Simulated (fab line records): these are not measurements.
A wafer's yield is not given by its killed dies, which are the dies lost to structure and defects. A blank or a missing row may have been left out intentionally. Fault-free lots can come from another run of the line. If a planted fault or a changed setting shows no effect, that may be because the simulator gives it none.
fab line records -- flow n5Finfet
record: lots: 9, wafers: 25, lastDay: 18
route steps=1938 shown HKMG_FIN@386 BEOL_M4@1111 PASSIVATION@1936
lots that met no fault: from a run of the same line without faults
startH: hours from the record's first day to the start of the lot's first wafer shown -- waitH: time in hours since the lot's previous step -- " unchanged from the row above -- L1.1+2: several wafers, shown together as one row -- - no value present, or no start provided -- * or withheld: withheld -- < > ~ a bound
route shown NAME@n: a module of which the file shows steps, and the number in the route of the first -- usual: mean and standard deviation over wafers with no fault -- same: alike in all rows -- chamber/n: place in a boat -- sites: per-site readings -- _std_site: their standard deviation -- _edge_site: outer sites' mean less inner sites' -- radiusMm: for every site, how far away it sits from the centre of the wafer -- mask NAME#n: copy n -- behind: tool/chamber where the wafer was last shaped -- hold: why the lot went on hold/how many hours it stayed there/how the hold came to an end -- device: which transistor (n, p or np) failed to switch -- end of line: at the end of the route, the tests of the same wafers -- a step with no rows: only its recipe -- killed: the dies lost at the first sort to structure and to defects; this is not the yield of the wafer -- map: shows each die of a wafer: x if killed, . if not, _ if none is there
set.NAME: the setting the step ran with; set.NAME@STEP: the setting that earlier step ran with -- model.NAME: the simulator's own value behind a step, which no gauge read
route steps across a sampled set of lots; one table per step, one row per wafer
services: the hour from which a tool's chamber was out of use, counted from the record's first day as startH (under 0 if before that day), plus the number of hours and why
== steps ==
step: N5_HKMG_FIN_HK_ALD_01
recipe: material: HfO2, targetThkA: 16, tempC: withheld, aldPrecursorFamily: HfCl4, aldCoReactant: H2O, pulseTimeS: 3, purgeTimeS: 3, coReactantPurgeTimeS: 2.5, coReactantPulseTimeS: 0.3, aldCycles: 30
usual: precursorPulseHeightRel: 0.999/0.02
lot.wafer,tool,chamber,startH,waitH,precursorPulseHeightRel
L819.2,aldHk-03,1,78.13,0.0,0.988
L819.4,aldHk-03,2,78.13,0.0,1.011
L819.6,aldHk-03,1,78.13,0.0,1.014
L820.1,aldHk-02,1,81.88,0.0,1.029
L820.4,aldHk-02,0,81.88,0.0,0.986
L820.5,aldHk-02,3,81.88,0.0,1.028
L821.1,aldHk-02,2,88.13,0.0,1.016
L821.4,aldHk-02,3,88.13,0.0,0.980
L821.6,aldHk-02,1,88.13,0.0,1.018
L829.1,aldHk-03,2,137.66,0.0,0.987
L829.5,aldHk-03,0,137.66,0.0,0.977
L831.1,aldHk-02,1,147.65,0.0,0.969
L831.5,aldHk-02,0,147.65,0.0,1.011
L833.1,aldHk-02,1,162.86,0.0,0.998
L833.5,aldHk-02,1,162.86,0.0,1.019
L833.6,aldHk-02,0,162.86,0.0,1.008
L837.1,aldHk-03,3,187.24,0.0,1.000
L837.4,aldHk-03,1,187.24,0.0,0.986
L837.6,aldHk-03,1,187.24,0.0,1.022
L838.2,aldHk-02,1,193.92,0.0,1.017
L838.4,aldHk-02,2,193.92,0.0,1.026
L838.5,aldHk-02,2,193.92,0.0,1.007
L841.1,aldHk-02,2,211.68,0.1,1.047
L841.5,aldHk-02,3,211.68,0.1,0.999
L841.6,aldHk-02,2,211.68,0.1,0.990
step: N5_HKMG_FIN_ALD_74
recipe: material: La2O3, targetThkA: 5, tempC: 250, aldPrecursorFamily: La-Cp, aldCoReactant: O3, pulseTimeS: 6, coReactantPulseTimeS: 1, purgeTimeS: 3, coReactantPurgeTimeS: 3
usual: heaterPowerOuterW: 185/13, heaterPowerW: 344/30, precursorPulseHeightRel: 1.002/0.02
lot.wafer,tool,chamber,startH,waitH,heaterPowerOuterW,heaterPowerW,precursorPulseHeightRel
L819.2,aldHk-02,3,78.65,0.2,195,395,0.987
L819.4,aldHk-02,1,78.65,0.2,181,324,0.995
L819.6,aldHk-02,0,78.65,0.2,146,282,1.006
L820.1,aldHk-03,0,82.28,0.2,177,336,0.981
L820.4,aldHk-03,1,82.28,0.2,167,310,1.035
L820.5,aldHk-03,1,82.28,0.2,162,313,1.006
L821.1,aldHk-01,3,88.54,0.2,188,339,0.971
L821.4,aldHk-01,1,88.54,0.2,183,333,1.003
L821.6,aldHk-01,2,88.54,0.2,187,351,0.996
L829.1,aldHk-02,3,138.06,0.2,189,391,1.006
L829.5,aldHk-02,3,138.06,0.2,190,395,1.012
L831.1,aldHk-01,3,148.33,0.2,190,332,0.973
L831.5,aldHk-01,1,148.33,0.2,179,341,0.978
L833.1,aldHk-01,3,163.85,0.2,185,339,0.985
L833.5,aldHk-01,3,163.85,0.2,184,343,1.012
L833.6,aldHk-01,0,163.85,0.2,179,312,0.996
L837.1,aldHk-02,1,187.69,0.2,189,333,0.985
L837.4,aldHk-02,2,187.69,0.2,202,404,1.002
L837.6,aldHk-02,2,187.69,0.2,207,388,0.971
L838.2,aldHk-01,1,194.38,0.2,178,330,0.999
L838.4,aldHk-01,2,194.38,0.2,184,352,0.994
L838.5,aldHk-01,1,194.38,0.2,179,339,0.989
L841.1,aldHk-01,0,212.24,0.2,181,314,1.001
L841.5,aldHk-01,2,212.24,0.2,184,358,1.035
L841.6,aldHk-01,3,212.24,0.2,194,332,0.994
step: N5_HKMG_FIN_DESCUM_53
recipe: chemistry: O2, timeS: 7.9, sourcePowerW: 50, biasPowerW: 20, pressureMtorr: 20, rfFrequencyHz: 2.712e+07, tempC: 40, resist: CAR-ArF, o2FlowSccm: 225
usual: drypumpMotorCurrentA: 5.8/0.46, oesProductAu: 0.76/0.089, rfVppV: 242.6/1.2, showerheadPlenumPTorr: 2.06/0.059, throttleValvePct: 20.4/0.31
same: timeS: 7.9
lot.wafer,tool,chamber,startH,waitH,drypumpMotorCurrentA,oesProductAu,rfHoursCounterH,rfVppV,showerheadPlenumPTorr,throttleValvePct
L819.2,rieDiel-05,3,79.81,0.6,5.6,0.69,236,243.1,2.05,20.6
L819.4,rieDiel-05,0,79.81,0.6,5.7,0.71,204,241.6,2.02,20.8
L819.6,rieDiel-05,1,79.81,0.6,6.1,0.95,-,242.3,2.07,20.2
L820.1,rieDiel-06,2,82.79,0.0,5.4,0.72,162,239.3,1.99,20.4
L820.4,rieDiel-06,3,82.79,0.0,6.5,0.93,17,243.6,2.03,20.1
L820.5,rieDiel-06,3,82.79,0.0,6.4,0.92,-,242.7,2.03,20.1
L821.1,rieDiel-05,0,89.32,0.2,5.7,0.71,207,240.6,2.02,20.8
L821.4,rieDiel-05,1,89.32,0.2,6.1,0.95,9,242.7,2.07,20.2
L821.6,rieDiel-05,0,89.32,0.2,5.7,0.71,-,241.5,2.02,20.8
L829.1,rieDiel-05,0,138.56,0.0,5.8,0.70,226,242.2,2.01,20.8
L829.5,rieDiel-05,0,138.56,0.0,5.7,0.69,-,241.6,2.01,20.8
L831.1,rieDiel-05,1,148.83,0.0,6.0,0.88,32,242.0,2.06,20.2
L831.5,rieDiel-05,0,148.83,0.0,5.7,0.69,-,241.9,2.01,20.8
L833.1,rieDiel-05,2,164.48,0.0,5.1,0.71,202,245.0,2.16,20.2
L833.5,rieDiel-05,2,164.48,0.0,5.1,0.72,-,244.6,2.16,20.3
L833.6,rieDiel-05,0,164.48,0.0,5.7,0.68,-,242.2,2.01,20.9
L837.1,rieDiel-04,1,188.42,0.1,5.2,0.70,191,242.8,2.00,20.1
L837.4,rieDiel-04,0,188.42,0.1,5.6,0.68,244,241.5,1.99,20.4
L837.6,rieDiel-04,1,188.42,0.1,5.3,0.70,-,242.2,2.00,20.1
L838.2,rieDiel-04,1,194.92,0.1,5.2,0.70,193,240.7,2.00,20.1
L838.4,rieDiel-04,0,194.92,0.1,5.6,0.68,246,241.8,1.99,20.4
L838.5,rieDiel-04,1,194.92,0.1,5.2,0.69,-,242.4,2.00,20.1
L841.1,rieDiel-04,1,214.02,1.3,5.2,0.69,200,240.1,2.00,20.1
L841.5,rieDiel-04,3,214.02,1.3,5.3,0.85,-,241.1,2.03,19.9
L841.6,rieDiel-04,2,214.02,1.3,5.8,0.71,-,244.4,2.18,20.7
step: N5_HKMG_FIN_ETCH_54
recipe: chemistry: CF4, target: SiARC, targetDepthA: 455, maskMaterial: CAR-ArF, timeS: 75.8, ionEnergyEv: 80, pressureMtorr: 40, sourceW: 545, biasW: 36, Ar_flow_sccm: 100, cf4FlowSccm: 100, ends: cleared
usual: drypumpMotorCurrentA: 5.8/0.46, etchRfOnTimeS: 75.1/2.4, oesProductAu: 0.66/0.082, rfVppV: 183.6/1.1, showerheadPlenumPTorr: 2.10/0.067, throttleValvePct: 15.59/0.29
lot.wafer,tool,chamber,startH,waitH,drypumpMotorCurrentA,etchRfOnTimeS,oesProductAu,rfHoursCounterH,rfVppV,showerheadPlenumPTorr,throttleValvePct
L819.2,rieDiel-05,3,79.85,0.0,5.6,76.1,0.58,236,183.8,2.13,15.89
L819.4,rieDiel-05,0,79.85,0.0,5.7,75.4,0.61,204,182.9,2.04,15.79
L819.6,rieDiel-05,1,79.85,0.0,6.1,73.5,0.82,-,183.0,2.11,15.17
L820.1,rieDiel-06,2,82.82,0.0,5.5,76.1,0.63,162,182.4,2.04,15.64
L820.4,rieDiel-06,3,82.82,0.0,6.5,69.8,0.84,17,184.2,2.07,15.24
L820.5,rieDiel-06,3,82.82,0.0,6.5,69.8,0.84,-,183.5,2.07,15.23
L821.1,rieDiel-05,0,89.36,0.0,5.7,75.7,0.59,207,183.4,2.04,15.80
L821.4,rieDiel-05,1,89.36,0.0,6.0,73.2,0.80,9,182.8,2.11,15.18
L821.6,rieDiel-05,0,89.36,0.0,5.7,75.4,0.61,-,182.7,2.04,15.82
L829.1,rieDiel-05,0,138.60,0.0,5.7,92.4,0.53,226,183.4,2.04,15.85
L829.5,rieDiel-05,0,138.60,0.0,5.7,74.7,0.60,-,183.5,2.04,15.84
L831.1,rieDiel-05,1,148.87,0.0,6.1,91.8,0.67,32,182.7,2.10,15.20
L831.5,rieDiel-05,0,148.87,0.0,5.7,75.7,0.59,-,184.2,2.03,15.85
L833.1,rieDiel-05,2,164.51,0.0,5.1,94.4,0.55,202,185.4,2.23,15.60
L833.5,rieDiel-05,2,164.51,0.0,5.1,77.7,0.60,-,183.4,2.23,15.64
L833.6,rieDiel-05,0,164.51,0.0,5.7,75.4,0.58,-,183.1,2.03,15.87
L837.1,rieDiel-04,1,188.45,0.0,5.2,77.3,0.61,191,181.2,2.05,15.38
L837.4,rieDiel-04,0,188.45,0.0,5.6,76.0,0.58,244,182.4,2.03,15.59
L837.6,rieDiel-04,1,188.45,0.0,5.2,76.5,0.61,-,182.2,2.05,15.39
L838.2,rieDiel-04,1,194.95,0.0,5.3,77.4,0.61,193,182.8,2.05,15.40
L838.4,rieDiel-04,0,194.95,0.0,5.6,75.7,0.58,246,182.7,2.03,15.62
L838.5,rieDiel-04,1,194.95,0.0,5.2,77.1,0.60,-,182.7,2.05,15.40
L841.1,rieDiel-04,1,214.05,0.0,5.2,78.4,0.59,201,181.7,2.05,15.40
L841.5,rieDiel-04,3,214.05,0.0,5.4,74.5,0.74,-,183.9,2.09,15.19
L841.6,rieDiel-04,2,214.05,0.0,5.8,76.8,0.61,-,184.6,2.20,15.74
step: N5_BEOL_M4_RC_MEAS_101
usual: DIBL_N: 36.0/2.5, DIBL_P: 36.7/3, IOFF_N: 0.16/0.043, IOFF_P: 0.21/0.049, ION_N: 673/15, ION_P: 461/9.8, SS_N: 71.5/0.83, SS_P: 73.4/0.83, VT_N: 250/4, VT_P: -251/4
lot.wafer,tool,chamber,startH,waitH,DIBL_N[mV/V],DIBL_P[mV/V],IOFF_N[nA/um],IOFF_P[nA/um],ION_N[uA/um],ION_P[uA/um],SS_N[mV/dec],SS_P[mV/dec],VT_N[mV],VT_P[mV]
L819.2,prober-02,0,160.81,0.2,41.7,41.5,0.27,0.30,687,465,73.2,75.1,244,-247
L819.4,prober-02,0,160.81,0.2,36.4,34.4,0.14,0.17,663,449,71.2,73.3,255,-257
L819.6,prober-02,0,160.81,0.2,36.7,34.5,0.15,0.18,664,449,71.7,74.0,255,-255
L820.1,prober-02,0,180.56,0.0,36.6,37.3,0.18,0.19,697,468,71.9,74.1,248,-254
L820.4,prober-02,0,180.56,0.0,38.3,38.7,0.20,0.22,686,459,72.2,74.5,247,-251
L820.5,prober-02,0,180.56,0.0,34.3,34.4,0.13,0.16,676,463,70.9,73.0,254,-255
L821.1,prober-02,0,185.75,0.0,40.0,40.1,0.22,0.28,691,467,72.0,73.9,243,-243
L821.4,prober-02,0,185.75,0.0,35.5,35.4,0.14,0.20,664,455,71.4,73.4,251,-251
L821.6,prober-02,0,185.75,0.0,40.0,41.3,0.24,0.32,700,482,72.0,73.7,242,-243
L831.1,prober-01,0,239.40,0.0,38.9,38.3,0.19,0.23,687,462,72.6,74.1,248,-250
L831.5,prober-01,0,239.40,0.0,36.2,35.1,0.14,0.18,654,446,72.4,73.5,253,-251
L829.1,prober-02,0,242.03,0.0,39.5,40.3,0.23,0.28,685,460,72.8,74.4,245,-247
L829.5,prober-02,0,242.03,0.0,37.1,36.4,0.19,0.21,678,457,71.6,73.3,247,-253
L833.1,prober-01,0,266.62,0.0,34.7,34.9,0.14,0.19,677,466,70.6,73.5,251,-250
L833.5,prober-01,0,266.62,0.0,38.4,39.5,0.21,0.27,684,469,72.1,74.4,246,-248
L833.6,prober-01,0,266.62,0.0,35.1,35.9,0.15,0.21,670,459,71.5,72.9,252,-253
L837.1,prober-02,0,288.27,0.0,33.7,35.3,0.12,0.17,674,458,71.4,72.8,255,-256
L837.4,prober-02,0,288.27,0.0,35.5,37.1,0.15,0.19,679,461,71.3,73.7,250,-253
L837.6,prober-02,0,288.27,0.0,37.5,38.7,0.17,0.20,666,445,72.2,74.1,253,-252
L838.2,prober-01,0,296.14,0.2,37.2,38.7,0.19,0.26,677,464,71.9,73.6,248,-248
L838.4,prober-01,0,296.14,0.2,33.4,33.9,0.13,0.19,662,463,70.9,72.9,253,-250
L838.5,prober-01,0,296.14,0.2,34.2,34.3,0.15,0.20,682,472,71.5,72.6,246,-249
L841.1,prober-01,0,325.33,0.0,35.6,36.6,0.14,0.17,672,454,71.1,72.9,252,-256
L841.5,prober-01,0,325.33,0.0,37.2,38.3,0.17,0.19,683,463,71.8,73.6,251,-254
L841.6,prober-01,0,325.33,0.0,35.3,36.1,0.13,0.16,650,445,70.9,73.2,254,-258
step: N5_PASSIVATION_PROBE_49
usual: defectLimitedYield: 91.1/1.5, killed_at_M0_to_M3: 37/11, killed_at_M4_up: 13/5.6, killedAtContacts: 12/5.6, killedAtFrontEnd: 39/11, killedAtOther: 4/3.1, killedDies: 105/18, killedOpen: 69/13, killedShort: 35/7.4, sort_bin_4_leakage: 0.00/0.022, sort_bin_5_function: 5.1/0.92, sort_bin_6_memory: 3.4/0.76, sortNPass: 1075/18, sortYieldPct: 91.1/1.5
same: grossDies: 1180, killedAtBackSide: 0, sort_bin_8_speed[%]: 0
lot.wafer,tool,chamber,startH,waitH,defectLimitedYield[%],killed_at_M0_to_M3,killed_at_M4_up,killedAtContacts,killedAtFrontEnd,killedAtOther,killedDies,killedOpen,killedShort,sort_bin_4_leakage[%],sort_bin_5_function[%],sort_bin_6_memory[%],sortNPass,sortYieldPct[%]
L819.2,prober-02,-,269.13,0.1,90.7,42,10,14,43,1,110,80,30,0.08,5.4,3.4,1069,90.6
L819.4,prober-02,-,269.23,0.2,92.9,23,11,16,32,2,84,57,27,0,4.5,2.3,1096,92.9
L819.6,prober-02,-,269.33,0.3,93.0,19,10,13,41,0,83,52,31,0,3.6,3.0,1097,93.0
L820.1,prober-02,-,284.52,0.0,92.2,44,8,13,24,3,92,63,28,0,4.4,3.4,1088,92.2
L820.4,prober-02,-,284.67,0.2,90.6,44,19,15,32,1,111,74,37,0,5.4,3.8,1069,90.6
L820.5,prober-02,-,284.72,0.2,90.4,42,8,20,35,8,113,70,43,0,5.5,3.4,1067,90.4
L821.1,prober-01,-,296.91,0.7,90.4,33,23,8,43,6,113,73,28,0,5.3,3.4,1067,90.4
L821.4,prober-01,-,297.06,0.8,91.7,45,13,8,28,4,98,62,36,0,4.8,3.3,1082,91.7
L821.6,prober-01,-,297.16,0.9,91.4,37,11,15,35,3,101,70,29,0,5.1,3.4,1079,91.4
L829.1,prober-02,-,349.16,0.0,92.0,34,13,20,26,1,94,66,28,0,5.0,2.7,1086,92.0
L829.5,prober-02,-,349.36,0.2,90.3,46,11,17,31,10,115,75,40,0,5.3,4.0,1065,90.3
L831.1,prober-01,-,354.93,0.0,91.3,30,17,9,39,8,103,64,39,0,5.7,2.7,1077,91.3
L831.5,prober-01,-,355.13,0.2,93.9,18,16,13,22,3,72,51,21,0,3.6,2.2,1108,93.9
L833.1,prober-01,-,377.91,0.0,91.5,32,17,17,34,0,100,65,34,0,4.9,3.5,1080,91.5
L833.5,prober-01,-,378.11,0.2,92.4,29,10,11,36,4,90,55,35,0,3.9,3.2,1090,92.4
L833.6,prober-01,-,378.16,0.3,91.7,26,7,11,54,0,98,61,37,0,5.0,3.2,1082,91.7
L837.1,prober-02,-,391.82,0.0,87.7,68,7,11,53,6,145,104,41,0,7.5,4.2,1035,87.7
L837.4,prober-02,-,391.97,0.2,88.2,48,21,14,51,5,139,94,43,0,7.5,3.6,1041,88.2
L837.6,prober-02,-,392.07,0.3,90.8,42,22,7,37,0,108,71,37,0,5.8,2.8,1072,90.8
L838.2,prober-02,-,406.93,0.1,91.1,32,33,9,30,1,105,67,34,0,5.3,3.3,1075,91.1
L838.4,prober-02,-,407.03,0.2,90.9,38,20,9,37,3,107,77,29,0,5.9,3.1,1073,90.9
L838.5,prober-02,-,407.08,0.2,91.4,44,20,4,27,6,101,68,32,0,5.1,3.3,1079,91.4
L841.1,prober-02,-,433.20,0.0,90.0,42,13,9,53,1,118,77,41,0,6.6,3.0,1062,90.0
L841.5,prober-02,-,433.40,0.2,89.1,52,10,9,56,2,129,86,40,0,5.6,4.8,1051,89.1
L841.6,prober-02,-,433.45,0.3,88.1,60,20,10,49,1,140,88,51,0,5.8,5.7,1040,88.1
killed by level:class
L819.2 BEOL_M0_SAQP:geometricParticle:open=12 MOL_CONTACT_COAG:geometricParticle:open=11 BEOL_M2:geometricParticle:open=11 DUMMY_GATE:geometricParticle:open=9 STI_FIN_REVEAL:geometricParticle:open=7 GATE_CUT:geometricParticle:short=7 GATE_CUT:geometricParticle:open=6 BEOL_M3:geometricParticle:open=5
L819.4 MOL_CONTACT_COAG:geometricParticle:open=12 BEOL_M2:geometricParticle:open=9 GATE_CUT:geometricParticle:short=7 GATE_CUT:geometricParticle:open=6 FIN_SAQP:geometricParticle:open=4 MOL_CONTACT_COAG:geometricParticle:short=4 BEOL_M0_SAQP:geometricParticle:open=4 BEOL_M3:geometricParticle:open=4
L819.6 MOL_CONTACT_COAG:geometricParticle:open=10 GATE_CUT:geometricParticle:short=9 FIN_SAQP:geometricParticle:short=8 BEOL_M1:geometricParticle:open=6 DUMMY_GATE:geometricParticle:open=5 FIN_SAQP:geometricParticle:open=4 STI_FIN_REVEAL:geometricParticle:open=4 BEOL_M2:geometricParticle:open=4
L820.1 MOL_CONTACT_COAG:geometricParticle:open=11 BEOL_M2:geometricParticle:open=10 FIN_SAQP:geometricParticle:open=8 BEOL_M0_SAQP:geometricParticle:open=8 BEOL_M1:geometricParticle:open=8 FIN_SAQP:geometricParticle:short=6 BEOL_M0_SAQP:geometricParticle:short=5 BEOL_M0:geometricParticle:open=3
L820.4 BEOL_M0_SAQP:geometricParticle:short=12 BEOL_M0_SAQP:geometricParticle:open=11 MOL_CONTACT_COAG:geometricParticle:open=10 BEOL_M4:geometricParticle:open=7 BEOL_M3:geometricParticle:open=6 DUMMY_GATE:geometricParticle:open=6 BEOL_M1:geometricParticle:open=6 MOL_CONTACT_COAG:geometricParticle:short=5
L820.5 MOL_CONTACT_COAG:geometricParticle:open=15 BEOL_M0_SAQP:geometricParticle:short=12 FIN_SAQP:geometricParticle:open=11 BEOL_M1:geometricParticle:open=8 FIN_SAQP:geometricParticle:short=6 BEOL_M2:geometricParticle:open=6 MOL_CONTACT_COAG:geometricParticle:short=5 MIM_TOP:geometricParticle:open=4
L821.1 STI_FIN_REVEAL:geometricParticle:open=11 DUMMY_GATE:geometricParticle:open=9 BEOL_M2:geometricParticle:open=9 HKMG_FIN:areaEtch=8 GATE_CUT:geometricParticle:short=7 MOL_CONTACT_COAG:geometricParticle:open=7 BEOL_M7:geometricParticle:open=7 BEOL_M0_SAQP:geometricParticle:short=6
L821.4 BEOL_M0_SAQP:geometricParticle:short=10 BEOL_M3:geometricParticle:open=9 STI_FIN_REVEAL:geometricParticle:open=7 BEOL_M1:geometricParticle:open=6 BEOL_M2:geometricParticle:open=6 MOL_CONTACT_COAG:geometricParticle:open=5 GATE_CUT:geometricParticle:open=4 BEOL_M0_SAQP:geometricParticle:open=4
L821.6 MOL_CONTACT_COAG:geometricParticle:open=12 GATE_CUT:geometricParticle:open=8 BEOL_M0_SAQP:geometricParticle:short=7 BEOL_M0_SAQP:geometricParticle:open=7 BEOL_M1:geometricParticle:open=7 BEOL_M2:geometricParticle:open=7 STI_FIN_REVEAL:geometricParticle:open=5 FIN_SAQP:geometricParticle:open=4
L829.1 MOL_CONTACT_COAG:geometricParticle:open=17 BEOL_M4:geometricParticle:open=10 BEOL_M3:geometricParticle:open=8 BEOL_M0_SAQP:geometricParticle:short=7 BEOL_M0_SAQP:geometricParticle:open=5 BEOL_M1:geometricParticle:short=5 FIN_SAQP:geometricParticle:open=4 GATE_CUT:geometricParticle:short=4
L829.5 BEOL_M0_SAQP:geometricParticle:open=17 MOL_CONTACT_COAG:geometricParticle:open=14 BEOL_M3:geometricParticle:open=8 BEOL_M0_SAQP:geometricParticle:short=7 FIN_SAQP:geometricParticle:open=5 GATE_CUT:geometricParticle:short=5 BEOL_M2:geometricParticle:short=5 ILD0:geometricParticle:short=4
L831.1 FIN_SAQP:geometricParticle:short=10 FIN_SAQP:geometricParticle:open=10 BEOL_M4:geometricParticle:open=10 BEOL_M0_SAQP:geometricParticle:short=8 BEOL_M0_SAQP:geometricParticle:open=6 MOL_CONTACT_COAG:geometricParticle:short=5 BEOL_M3:geometricParticle:open=5 STARTING-WAFER:geometricParticle:open=5
L831.5 MOL_CONTACT_COAG:geometricParticle:open=11 BEOL_M4:geometricParticle:open=7 BEOL_M1:geometricParticle:open=7 STI_FIN_REVEAL:geometricParticle:open=6 BEOL_M0_SAQP:geometricParticle:short=4 FIN_SAQP:geometricParticle:open=3 BEOL_M3:geometricParticle:open=3 BEOL_M6:geometricParticle:open=3
L833.1 MOL_CONTACT_COAG:geometricParticle:open=15 FIN_SAQP:geometricParticle:short=10 BEOL_M0_SAQP:geometricParticle:short=9 BEOL_M2:geometricParticle:open=9 BEOL_M0_SAQP:geometricParticle:open=8 BEOL_M4:geometricParticle:open=8 FIN_SAQP:geometricParticle:open=7 GATE_CUT:geometricParticle:short=4
L833.5 BEOL_M0_SAQP:geometricParticle:open=10 MOL_CONTACT_COAG:geometricParticle:open=9 FIN_SAQP:geometricParticle:open=7 GATE_CUT:geometricParticle:short=7 BEOL_M0_SAQP:geometricParticle:short=7 FIN_SAQP:geometricParticle:short=6 STI_FIN_REVEAL:geometricParticle:open=4 BEOL_M4:geometricParticle:open=4
L833.6 FIN_SAQP:geometricParticle:short=14 FIN_SAQP:geometricParticle:open=10 MOL_CONTACT_COAG:geometricParticle:open=9 STI_FIN_REVEAL:geometricParticle:open=6 BEOL_M1:geometricParticle:open=6 BEOL_M3:geometricParticle:open=6 STARTING-WAFER:geometricParticle:short=6 DUMMY_GATE:geometricParticle:open=5
L837.1 STI_FIN_REVEAL:geometricParticle:open=22 BEOL_M1:geometricParticle:open=16 BEOL_M0_SAQP:geometricParticle:short=12 BEOL_M2:geometricParticle:open=11 BEOL_M0_SAQP:geometricParticle:open=10 FIN_SAQP:geometricParticle:open=9 DUMMY_GATE:geometricParticle:open=9 BEOL_M3:geometricParticle:open=9
L837.4 FIN_SAQP:geometricParticle:open=17 BEOL_M0_SAQP:geometricParticle:open=13 BEOL_M0_SAQP:geometricParticle:short=12 DUMMY_GATE:geometricParticle:open=12 MOL_CONTACT_COAG:geometricParticle:open=12 BEOL_M4:geometricParticle:open=10 FIN_SAQP:geometricParticle:short=7 STI_FIN_REVEAL:geometricParticle:open=7
L837.6 BEOL_M4:geometricParticle:open=10 BEOL_M2:geometricParticle:short=9 BEOL_M0_SAQP:geometricParticle:open=8 BEOL_M1:geometricParticle:open=8 FIN_SAQP:geometricParticle:open=7 STI_FIN_REVEAL:geometricParticle:open=7 GATE_CUT:geometricParticle:short=6 MOL_CONTACT_COAG:geometricParticle:open=6
L838.2 BEOL_M4:geometricParticle:open=18 BEOL_M0_SAQP:geometricParticle:short=8 FIN_SAQP:geometricParticle:short=7 FIN_SAQP:geometricParticle:open=7 STI_FIN_REVEAL:geometricParticle:open=7 BEOL_M0_SAQP:geometricParticle:open=7 BEOL_M4:geometricParticle:short=6 MOL_CONTACT_COAG:geometricParticle:open=5
L838.4 BEOL_M1:geometricParticle:open=17 BEOL_M4:geometricParticle:open=15 FIN_SAQP:geometricParticle:short=8 MOL_CONTACT_COAG:geometricParticle:open=6 STI_FIN_REVEAL:geometricParticle:open=6 DUMMY_GATE:geometricParticle:open=6 BEOL_M0_SAQP:geometricParticle:short=5 BEOL_M0_SAQP:geometricParticle:open=5
L838.5 BEOL_M4:geometricParticle:open=10 BEOL_M0_SAQP:geometricParticle:open=9 FIN_SAQP:geometricParticle:open=8 BEOL_M1:geometricParticle:open=8 FIN_SAQP:geometricParticle:short=7 BEOL_M3:geometricParticle:open=7 BEOL_M0_SAQP:geometricParticle:short=6 BEOL_M2:geometricParticle:open=6
L841.1 FIN_SAQP:geometricParticle:open=14 BEOL_M0_SAQP:geometricParticle:short=12 BEOL_M0_SAQP:geometricParticle:open=11 FIN_SAQP:geometricParticle:short=9 BEOL_M3:geometricParticle:open=9 STI_FIN_REVEAL:geometricParticle:open=6 DUMMY_GATE:geometricParticle:open=6 GATE_CUT:geometricParticle:short=6
L841.5 FIN_SAQP:geometricParticle:open=18 STI_FIN_REVEAL:geometricParticle:open=13 BEOL_M0_SAQP:geometricParticle:open=13 BEOL_M0_SAQP:geometricParticle:short=13 BEOL_M3:geometricParticle:open=8 FIN_SAQP:geometricParticle:short=7 MOL_CONTACT_COAG:geometricParticle:open=7 BEOL_M2:geometricParticle:open=6
L841.6 BEOL_M0_SAQP:geometricParticle:open=18 FIN_SAQP:geometricParticle:short=12 BEOL_M0_SAQP:geometricParticle:short=12 BEOL_M3:geometricParticle:open=11 BEOL_M1:geometricParticle:open=10 FIN_SAQP:geometricParticle:open=9 STI_FIN_REVEAL:geometricParticle:open=8 BEOL_M4:geometricParticle:open=7
== services ==
tool,chamber,startH,hours,kind
rieDiel-06,-,59.51,0.8,repair
rieDiel-05,2,59.86,3.2,repair
rieDiel-05,-,63.26,0.9,repair
rieDiel-05,2,90.55,4.2,repair
aldHk-03,-,101.36,2.8,repair
rieDiel-06,0,107.86,29.5,repair
aldHk-03,-,110.34,0.3,repair
rieDiel-05,2,112.56,7.4,repair
rieDiel-04,2,130.36,10.1,repair
rieDiel-05,3,134.08,65.0,repair
aldHk-03,-,144.98,4.3,pm
aldHk-01,-,165.26,0.7,repair
rieDiel-05,1,183.09,9.7,repair
rieDiel-05,0,199.06,-,clean
rieDiel-05,0,199.06,-,consumableReplace:focusRing
rieDiel-05,0,199.06,-,consumableReplace:showerhead
rieDiel-05,0,199.06,18.2,scheduledDown
rieDiel-05,0,199.06,18.2,ventCycle
rieDiel-04,0,205.22,-,clean
rieDiel-04,0,205.22,-,consumableReplace:focusRing
rieDiel-04,0,205.22,-,consumableReplace:showerhead
rieDiel-04,0,205.22,14.1,scheduledDown
rieDiel-04,0,205.22,14.1,ventCycle
rieDiel-05,3,209.61,4.5,repair
== key ==
firstSign: step: N5_HKMG_FIN_ETCH_54, reading: etchRfOnTimeS, direction: up, sigmas: 7.3, usual: *, struck: *
effect none on later readings
metAt N5_HKMG_FIN_ETCH_54
struckLots L829,L831,L833
struckWafers L829.1,L831.1,L833.1
notActingAt N5_HKMG_FIN_HK_ALD_01,N5_HKMG_FIN_ALD_74,N5_HKMG_FIN_DESCUM_53
onsetBetween 89.36 138.60
fault: kind: processParameterDrift, tool: rieDiel-05, chamber: -, onsetH: 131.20, steps: N5_HKMG_FIN_ETCH_54, channel: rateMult, offset: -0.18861, shape: step, endH: 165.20, scope: struckWafersOnly
